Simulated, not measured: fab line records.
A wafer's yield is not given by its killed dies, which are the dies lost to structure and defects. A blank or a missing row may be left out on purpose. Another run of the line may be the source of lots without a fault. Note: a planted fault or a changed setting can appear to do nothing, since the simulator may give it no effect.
Split-lot trial / flow n5Finfet / 7 lots, 21 wafers read, on a route of 1938 steps

## ABOUT THE SPLIT
At N5_HKMG_FIN_ETCH_58 (etches SOC in N2/H2, target depth 215.8 nm, time 741 s), the setting sourceW was moved away from the recipe's 875 W on 8 of the 21 wafers read, by -17.1% to +11.1%. This setting was run at the recipe's value on the other wafers.

The reading is taken at the split's own step.

## THE READING
rfVppV, in V, at N5_HKMG_FIN_ETCH_58 (etches SOC in N2/H2, target depth 215.8 nm, time 741 s). Fault-free wafers of this fab line usually give 99.1 V, standard deviation 1 V.

wafer=L088.3; tool, chamber at the split=rieDiel-04, 1; sourceW as run, W=875; against the recipe=recipe; rfVppV, V=97.0; against lot-mates on the recipe=-
wafer=L088.5; tool, chamber at the split=rieDiel-04, 2; sourceW as run, W=875; against the recipe=recipe; rfVppV, V=98.8; against lot-mates on the recipe=-
wafer=L088.6; tool, chamber at the split=rieDiel-04, 3; sourceW as run, W=875; against the recipe=recipe; rfVppV, V=99.5; against lot-mates on the recipe=-
wafer=L089.2; tool, chamber at the split=rieDiel-04, 1; sourceW as run, W=875; against the recipe=recipe; rfVppV, V=98.3; against lot-mates on the recipe=-
wafer=L089.5; tool, chamber at the split=rieDiel-04, 1; sourceW as run, W=875; against the recipe=recipe; rfVppV, V=99.0; against lot-mates on the recipe=-
wafer=L089.6; tool, chamber at the split=rieDiel-04, 0; sourceW as run, W=875; against the recipe=recipe; rfVppV, V=100.7; against lot-mates on the recipe=-
wafer=L090.4; tool, chamber at the split=rieDiel-01, 0; sourceW as run, W=725.8; against the recipe=-17.1%; rfVppV, V=106.4; against lot-mates on the recipe=+6.7
wafer=L090.5; tool, chamber at the split=rieDiel-01, 0; sourceW as run, W=875; against the recipe=recipe; rfVppV, V=100.0; against lot-mates on the recipe=-
wafer=L090.6; tool, chamber at the split=rieDiel-01, 1; sourceW as run, W=875; against the recipe=recipe; rfVppV, V=99.5; against lot-mates on the recipe=-
wafer=L091.3; tool, chamber at the split=rieDiel-05, 3; sourceW as run, W=875; against the recipe=recipe; rfVppV, V=100.4; against lot-mates on the recipe=-
wafer=L091.4; tool, chamber at the split=rieDiel-05, 1; sourceW as run, W=972.2; against the recipe=+11.1%; rfVppV, V=96.0; against lot-mates on the recipe=-4.4
wafer=L091.5; tool, chamber at the split=rieDiel-05, 3; sourceW as run, W=972.2; against the recipe=+11.1%; rfVppV, V=95.8; against lot-mates on the recipe=-4.6
wafer=L092.2; tool, chamber at the split=rieDiel-01, 2; sourceW as run, W=875; against the recipe=recipe; rfVppV, V=100.6; against lot-mates on the recipe=-
wafer=L092.4; tool, chamber at the split=rieDiel-01, 0; sourceW as run, W=823.2; against the recipe=-5.9%; rfVppV, V=101.5; against lot-mates on the recipe=+0.9
wafer=L092.5; tool, chamber at the split=rieDiel-01, 2; sourceW as run, W=823.2; against the recipe=-5.9%; rfVppV, V=101.2; against lot-mates on the recipe=+0.6
wafer=L093.3; tool, chamber at the split=rieDiel-04, 2; sourceW as run, W=916.4; against the recipe=+4.7%; rfVppV, V=97.0; against lot-mates on the recipe=-1.4
wafer=L093.4; tool, chamber at the split=rieDiel-04, 1; sourceW as run, W=875; against the recipe=recipe; rfVppV, V=98.4; against lot-mates on the recipe=-
wafer=L093.5; tool, chamber at the split=rieDiel-04, 0; sourceW as run, W=916.4; against the recipe=+4.7%; rfVppV, V=97.5; against lot-mates on the recipe=-0.9
wafer=L094.1; tool, chamber at the split=rieDiel-05, 2; sourceW as run, W=738.9; against the recipe=-15.6%; rfVppV, V=103.7; against lot-mates on the recipe=+5.2
wafer=L094.5; tool, chamber at the split=rieDiel-05, 1; sourceW as run, W=875; against the recipe=recipe; rfVppV, V=99.1; against lot-mates on the recipe=-
wafer=L094.6; tool, chamber at the split=rieDiel-05, 2; sourceW as run, W=875; against the recipe=recipe; rfVppV, V=97.9; against lot-mates on the recipe=-

FIT RESULTS
A straight line over all 21 wafers: rfVppV changes by -0.346 V for each +1% of sourceW; r = -0.92; the points scatter about the line by 0.98 V.
The same after taking each lot's own level away (the mean of its wafers on the recipe; 21 wafers): -0.353 V for each +1%; r = -0.95; scatter 0.81 V.
On that fit, the largest move of sourceW shifts the reading by 6 V.
The lots' own levels span 98.40 to 100.60 V, that is 2.2 times the standard deviation above.
The two slopes agree, so the slope changes little with the lot-to-lot level.
Check: for one of the wafers moved furthest among these (-17.1%), held out of the fit, the line's prediction against its lot-mates is +5.49 V. It came out at +6.65 V against them.
Tool readings at the split's step, against how far the setting was moved: rfVppV r = -0.92.

## THE OTHER SPLITS THESE WAFERS WENT THROUGH
Note: prior to the reading, these wafers also went through further splits. Each is held against what the fit with the lots' levels taken away leaves over:
other split on the same wafers=N5_SD_EPI_P_COAT_03 spinRpm; wafers away from the commonest value=3; r with rfVppV (lot level and that fit taken away)=+0.08
other split on the same wafers=N5_SDB_ALD_29 aldCycles; wafers away from the commonest value=3; r with rfVppV (lot level and that fit taken away)=+0.17
other split on the same wafers=N5_SDB_CMP_30 platenRpm; wafers away from the commonest value=9; r with rfVppV (lot level and that fit taken away)=+0.31
other split on the same wafers=N5_HKMG_FIN_ETCH_54 sourceW; wafers away from the commonest value=7; r with rfVppV (lot level and that fit taken away)=+0.36

## THE FILE'S OWN FIT
rfVppV changes by -0.354 V for each +1% of sourceW, r = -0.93.
